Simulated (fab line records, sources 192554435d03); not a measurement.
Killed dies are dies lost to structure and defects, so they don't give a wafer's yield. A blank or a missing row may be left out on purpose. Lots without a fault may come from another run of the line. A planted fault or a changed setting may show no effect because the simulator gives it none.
Chamber matching | flow n5_finfet | N5_BEOL_M1_CO_CAP_55 on cvd_co-01: 3 sister chambers
The step material Co, precursor CCTBA/H2, target thk 2 nm, time 102.1 s. 6 wafers are shown with their chamber, then 7 later ones without.

WAFERS WITH THEIR CHAMBER
wafer  | chamber | heater_power_w (W)
L078.3 | 2       | 239
L079.1 | 0       | 268
L080.2 | 0       | 265
L080.5 | 2       | 244
L093.3 | 1       | 279
L093.5 | 1       | 270

WAFERS WITHOUT THEIR CHAMBER
wafer  | heater_power_w (W)
L093.6 | 261
L094.2 | 274
L094.3 | 237
L094.5 | 239
L096.2 | 267
L096.4 | 261
L096.5 | 246

WHICH CHAMBER EACH WENT THROUGH
wafer  | from the rows above     | in truth
L093.6 | can't be placed: 0 or 1 | 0
L094.2 | can't be placed: 1 or 0 | 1
L094.3 | 2                       | 2
L094.5 | 2                       | 2
L096.2 | can't be placed: 0 or 1 | 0
L096.4 | can't be placed: 0 or 1 | 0
L096.5 | 2                       | 2
Placed correctly: 3 of 7. Can't be placed from these rows: 4 (the true chamber is among the candidates in 4). Placed wrongly: 0.
How it was worked out, from the rows above alone: a wafer's distance from a chamber is the root of the sum, over the readings, of the square of ((its reading less the chamber's mean) divided by the reading's scatter). The wafer belongs to the nearest chamber; if the next one is less than 2 further off, it can't be placed. A chamber's mean is the mean of its shown wafers. The scatter: the root of (the sum of the squares of (reading less its chamber's mean) over the shown wafers, divided by (wafers less chambers)).
